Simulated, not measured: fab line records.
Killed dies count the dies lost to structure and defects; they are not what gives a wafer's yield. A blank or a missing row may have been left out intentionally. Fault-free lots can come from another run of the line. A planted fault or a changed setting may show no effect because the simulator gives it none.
Split-lot study ; flow n5Finfet ; 39 wafers read across 7 lots, on a route 1938 steps long

## ABOUT THE SPLIT
At N5_BEOL_M9_DESCUM_16 (chemistry O2, time 7.9 s), the setting timeS was moved away from the recipe's 7.9 s on 15 of the 39 wafers read, by -43.1% to +54.4%. This setting was run at the recipe's value on the other wafers.

Reading taken at the split's own step.

## THE READING
CAR-ArF_of_BEOL_M9_COAT_05.thkNm (the simulator's own value, which no gauge read), in nm, at N5_BEOL_M9_DESCUM_16 (chemistry O2, time 7.9 s). There is no usual value for it anywhere in the file. Average 83.6 nm, standard deviation 0.27 nm, over the 24 wafers here run with the recipe.

wafer;tool, chamber at the split;timeS as run, s;against the recipe;CAR-ArF_of_BEOL_M9_COAT_05.thkNm, nm;against lot-mates on the recipe
L078.1;rieDiel-05, 3,2,2;7.9;recipe;84;-
L078.4;rieDiel-05, 3,2,2;7.9;recipe;84;-
L078.5;rieDiel-05, 3,2,2;7.9;recipe;84;-
L078.2;rieDiel-05, 1;7.9;recipe;83.6;-
L078.3;rieDiel-05, 0,1;7.9;recipe;83.8;-
L078.6;rieDiel-05, 0,1;7.9;recipe;83.8;-
L077.1;rieDiel-04, 0,2,1;7.9;recipe;83.6;-
L077.3;rieDiel-04, 0,2,1;7.9;recipe;83.6;-
L077.6;rieDiel-04, 0,2,1;7.9;recipe;83.6;-
L077.2;rieDiel-04, 1;5.245;-33.6%;85.6;+2.0
L077.4;rieDiel-04, 3,0;5.245;-33.6%;85.4;+1.8
L077.5;rieDiel-04, 3,0;5.245;-33.6%;85.4;+1.8
L085.1;rieDiel-04, 2;12.2;+54.4%;80.6;-2.9
L085.2;rieDiel-04, 0;12.2;+54.4%;80.8;-2.7
L085.3;rieDiel-04, 3;12.2;+54.4%;81;-2.5
L085.4;rieDiel-04, 1,0;7.9;recipe;83.4;-
L085.6;rieDiel-04, 1,0;7.9;recipe;83.4;-
L085.5;rieDiel-04, 1;7.9;recipe;83.6;-
L084.1;rieDiel-04, 3,0,2;4.492;-43.1%;85.4;+2.0
L084.2;rieDiel-04, 3,0,2;4.492;-43.1%;85.4;+2.0
L084.3;rieDiel-04, 3,0,2;4.492;-43.1%;85.4;+2.0
L084.4;rieDiel-04, 1;7.9;recipe;83.4;-
L084.5;rieDiel-04, 3;7.9;recipe;83.6;-
L084.6;rieDiel-04, 2;7.9;recipe;83.2;-
L088.1;rieDiel-04, 3,1;5.554;-29.7%;85.4;+1.5
L088.5;rieDiel-04, 3,1;5.554;-29.7%;85.4;+1.5
L088.2;rieDiel-04, 0,1;7.9;recipe;84;-
L088.4;rieDiel-04, 0,1;7.9;recipe;84;-
L088.3;rieDiel-04, 2;5.554;-29.7%;85.2;+1.3
L088.6;rieDiel-04, 2;7.9;recipe;83.6;-
L089.1;rieDiel-03, 1,3;7.9;recipe;83.4;-
L089.2;rieDiel-03, 1,3;7.9;recipe;83.4;-
L089.3;rieDiel-03, 2;7.9;recipe;83.2;-
L089.4;rieDiel-03, 3,1;5.675;-28.2%;84.6;+1.3
L089.6;rieDiel-03, 3,1;5.675;-28.2%;84.6;+1.3
L089.5;rieDiel-03, 2;5.675;-28.2%;84.8;+1.5
L090.2;rieDiel-04, 1,0;7.9;recipe;83.6;-
L090.6;rieDiel-04, 1,0;7.9;recipe;83.6;-
L090.4;rieDiel-04, 3;7.9;recipe;83;-
Where a row lists several chambers, the file gives one row for several wafers and doesn't say which wafer went through which chamber.

FIT RESULTS
A straight line over all 39 wafers: CAR-ArF_of_BEOL_M9_COAT_05.thkNm changes by -0.0493 nm for each +1% of timeS; r = -0.97; the points scatter about the line by 0.28 nm.
The same after taking each lot's own level away (the mean of its wafers on the recipe; 39 wafers): -0.0491 nm for each +1%; r = -0.99; scatter 0.16 nm.
Per that fit: largest timeS move, reading shift of 2.7 nm.
Across the lots, their own levels run from 83.33 to 83.87 nm, a range of 2.0 times the standard deviation given above.
The two slopes agree, so the slope changes little with the lot-to-lot level.
Check: with one of the wafers moved furthest among these (+54.4%) left out of the fit, the line predicts -2.62 nm for it against its lot-mates. Against them it came out at -2.87 nm.

## OTHER SPLITS ON THESE WAFERS
Before the reading, these wafers also passed through other splits. Each is held against what the fit with the lots' levels taken away leaves over:
other split on the same wafers;wafers away from the commonest value;r with CAR-ArF_of_BEOL_M9_COAT_05.thkNm (lot level and that fit taken away)
N5_BEOL_M6_TRENCH_ETCH_37 timeS;15;-0.08

## THE FILE'S OWN FIT
CAR-ArF_of_BEOL_M9_COAT_05.thkNm changes by -0.0492 nm for each +1% of timeS, r = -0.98.
